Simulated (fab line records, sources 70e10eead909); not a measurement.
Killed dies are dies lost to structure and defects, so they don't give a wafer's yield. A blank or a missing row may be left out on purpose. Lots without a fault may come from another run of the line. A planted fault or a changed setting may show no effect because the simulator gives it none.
fab line records | flow nand_harc
record lots=7 wafers=21 last_day=32
route steps=1302 shown A_STAIRCASE@768
lots that met no fault: from a run of the same line without faults
start_h: hours from the record's first day to the start of the lot's first wafer shown | wait_h: hours since the lot's step before | " the same as in the row above | L1.1+2: a row that stands for several wafers | - no value, or no start given | * or withheld: withheld | < > ~ a bound
route shown NAME@n: a module of which the file shows steps, and the number in the route of the first | usual: mean/standard deviation of fault-free wafers | same: alike in all rows | chamber/n: place in a boat | sites: the reading at each site | _std_site: their standard deviation | _edge_site: outer sites' mean less inner sites' | radius_mm: how far each site lies from the wafer's centre | mask NAME#n: copy n | behind: the tool/chamber that last shaped the wafer | hold: why the lot was held/for how many hours/how that ended | device: the transistor (n, p or np) that didn't switch | end of line: the same wafers' tests at the end of the route | a step without rows: its recipe alone | killed: dies lost to structure and defects at the first sort, not the wafer's yield | map: a wafer's dies, x killed, . not, _ none there
set.NAME: the setting as run; set.NAME@STEP: as run at that earlier step | model.NAME: the simulator's own value behind a step, which no gauge read
lots at some steps of the route; a table a step, a row a wafer
services: from which hour (start_h, from the record's first day; less than 0 if before it) a tool's chamber was out of use, for how many hours, and why
## steps
# step NHARC_A_STAIRCASE_STRIP_254
# recipe power_w=1500 temp_c=250 chemistry=O2
# usual drypump_motor_current_A=5.8/0.44 heater_power_w=339/19
# columns lot.wafer tool chamber start_h wait_h drypump_motor_current_A heater_power_w rf_hours_counter_h
L686.1 plasma_asher-01 1 394.42 - 6.3 342 9
L686.4 " 0 " " 6.0 312 -
L686.5 " 0 " " 6.0 314 -
L691.2 plasma_asher-01 0 443.38 - 6.0 314 18
L691.1 " 1 " " 6.3 345 18
L691.5 " 1 " " 6.3 352 -
L693.1 plasma_asher-01 0 458.67 - 6.0 310 22
L693.3 " 0 " " 6.0 304 -
L693.4 " 1 " " 6.2 349 -
L692.1 plasma_asher-02 0 459.56 - 5.7 362 6
L692.3 " 1 " " 5.0 334 -
L692.6 " 0 " " 5.7 364 -
L702.1 plasma_asher-01 1 558.35 - 6.3 330 9
L702.4 " 0 " " 6.0 322 -
L702.6 " 1 " " 6.3 328 -
L704.2 plasma_asher-02 1 562.46 - 5.1 337 26
L704.1 " 0 " " 5.7 354 26
L704.5 " 0 " " 5.7 371 -
L705.1 plasma_asher-01 0 576.19 - 6.0 337 12
L705.2 " 1 " " 6.3 331 12
L705.3 " 0 " " 6.0 331 -
# step NHARC_A_STAIRCASE_STRIP_255
# recipe time_s=900 temp_c=130 chemistry=SPM
# step NHARC_A_STAIRCASE_PRECLEAN_256
# recipe time_s=* temp_c=50 bath_age_min=0 chemistry=SC1
# step NHARC_A_STAIRCASE_SRD_257
# step NHARC_A_STAIRCASE_HM_DEP_456
# recipe target_thk_a=31000 temp_c=400 material=aC
# usual throttle_valve_pct=34.999/0.0091
# columns lot.wafer tool chamber start_h wait_h throttle_valve_pct
L686.1 acl_dep-02 0 398.20 - 34.994
L686.4 " 0 " " 34.998
L686.5 " 0 " " 35.011
L691.1 acl_dep-01 0 444.19 - 35.004
L691.2 " 0 " " 34.994
L691.5 " 0 " " 35.005
L693.1 acl_dep-01 0 461.90 - 34.988
L693.3 " 0 " " 34.995
L693.4 " 0 " " 35.004
L692.1 acl_dep-03 0 463.56 - 35.014
L692.3 " 0 " " 34.987
L692.6 " 0 " " 35.017
L702.1 acl_dep-01 0 561.63 - 35.002
L702.4 " 0 " " 34.992
L702.6 " 0 " " 34.999
L704.1 acl_dep-03 0 563.28 - 35.015
L704.2 " 0 " " 34.994
L704.5 " 0 " " 35.019
L705.1 acl_dep-01 0 577.60 - 35.006
L705.2 " 0 " " 34.986
L705.3 " 0 " " 35.008
# step NHARC_A_STAIRCASE_DEP_259
# recipe target_thk_a=300 target_thk_nm=30 temp_c=400 pressure_torr=3.5 flow_sccm=200 rf_w=350 material=SiON
# usual heater_power_w=779/95
# columns lot.wafer tool chamber start_h wait_h heater_power_w
L686.1 pecvd-01 0 400.14 1.6 835
L686.5 " 2 " " 750
L686.4 " 0 " " 842
L691.2 pecvd-02 2 446.05 1.2 750
L691.1 " 0 " " 657
L691.5 " 1 " " 756
L693.1 pecvd-01 2 463.77 1.6 771
L693.3 " 1 " " 983
L693.4 " 1 " " 941
L692.1 pecvd-01 0 465.45 1.6 761
L692.3 " 1 " " 980
L692.6 " 0 " " 754
L702.1 pecvd-02 0 563.56 1.6 614
L702.6 " 1 " " 650
L702.4 " 0 " " 613
L704.2 pecvd-01 2 565.46 1.6 761
L704.1 " 0 " " 710
L704.5 " 2 " " 785
L705.3 pecvd-04 0 579.47 1.0 746
L705.2 " 1 " " 730
L705.1 " 2 " " 936
# step NHARC_A_STAIRCASE_DEHYDRATE_260
# recipe temp_c=150 time_s=120
# step NHARC_A_STAIRCASE_HMDS_261
# recipe time_s=30
# step NHARC_A_STAIRCASE_COAT_262
# recipe spin_rpm=1200
# step NHARC_A_STAIRCASE_SOFTBAKE_263
# recipe temp_c=135 time_s=170
# step NHARC_A_STAIRCASE_EBR_264
# step NHARC_A_STAIRCASE_EXPOSE_265
# recipe na=0.5 dose_mj=25.01 mask_id=CHOP_200
# step NHARC_A_STAIRCASE_PEB_266
# recipe peb_temp_c=115 peb_time_s=130
# usual chill_plate_temp_C=23.01/0.11 exhaust_pa=45.0/0.89
# columns lot.wafer tool chamber start_h wait_h chill_plate_temp_C exhaust_pa
L686.1 litho_track-05 0 400.63 0.1 22.96 46.1
L686.4 " 0 " " 22.97 45.2
L686.5 " 0 " " 22.79 45.2
L691.1 litho_track-03 - 446.60 0.1 - -
L691.2 " - " " - -
L691.5 " - " " - -
L693.1 litho_track-07 - 464.44 0.1 - -
L693.3 " - " " - -
L693.4 " - " " - -
L692.1 litho_track-07 - 466.12 0.1 - -
L692.3 " - " " - -
L692.6 " - " " - -
L702.1 litho_track-05 0 564.17 0.1 23.12 44.4
L702.4 " 0 " " 23.04 43.3
L702.6 " 0 " " 23.02 44.2
L704.1 litho_track-07 0 566.10 0.1 23.04 45.2
L704.2 " 0 " " 22.97 47.7
L704.5 " 0 " " 22.95 46.4
L705.1 litho_track-03 0 580.14 0.1 22.93 44.7
L705.2 " 0 " " 23.05 43.0
L705.3 " 0 " " 23.00 43.7
# step NHARC_A_STAIRCASE_DEVELOP_267
# recipe time_s=140
## services
# columns tool chamber start_h hours kind
pecvd-04 - 403.19 1.4 repair
pecvd-02 1 405.17 5.9 repair
pecvd-02 - 408.40 13.0 pm
pecvd-04 - 411.81 0.8 repair
litho_track-07 - 426.00 7.0 pm
acl_dep-02 - 426.80 13.0 pm
plasma_asher-02 - 426.83 9.0 pm
litho_track-03 - 450.00 7.0 pm
pecvd-04 - 450.00 13.0 pm
plasma_asher-01 - 467.65 9.1 repair
litho_track-05 - 474.00 7.0 pm
acl_dep-03 - 483.10 13.0 pm
pecvd-01 - 492.08 0.7 repair
pecvd-01 - 492.79 13.0 pm
pecvd-01 0 492.79 13.0 vent_cycle
pecvd-01 1 492.79 13.0 vent_cycle
plasma_asher-01 - 519.17 9.0 pm
plasma_asher-01 0 519.17 9.0 vent_cycle
plasma_asher-01 1 519.17 9.0 vent_cycle
plasma_asher-01 0 528.17 - clean
plasma_asher-01 1 528.17 - clean
plasma_asher-02 - 542.65 12.6 repair
acl_dep-01 - 548.63 13.0 pm
pecvd-04 0 562.97 4.6 repair
## key
first_sign step=NHARC_A_STAIRCASE_PEB_266 reading=tool_record direction=missing
effect none on later readings
met_at NHARC_A_STAIRCASE_PEB_266
struck_wafers L691.1,L691.2,L691.5,L692.1,L692.3,L692.6,L693.1,L693.3,L693.4
later_rows_left_out L691.1,L691.2,L691.5,L692.1,L692.3,L692.6,L693.1,L693.3,L693.4
sort_left_out L691.1,L691.2,L691.5,L692.1,L692.3,L692.6,L693.1,L693.3,L693.4
tester_left_out L691,L692,L693
fault kind=skipped_step_whole tool=litho_track-03,litho_track-07 chamber=- onset_h=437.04 steps=NHARC_A_STAIRCASE_PEB_266 scope=struck_lots_only
# tester_left_out: of these lots the tester's yield and bins aren't shown, on N5 and GAA mostly nor the transistor test; their killed dies are dies lost to structure and defects alone, not to doping, threshold or leakage, so they don't give the yield
# sort_left_out: the simulated sort isn't trusted on such a fault, so these wafers' sort isn't shown, and their yield isn't known
# later_rows_left_out: the simulator's readings of these wafers behind a module that went badly wrong aren't trusted and aren't shown, but for the sort
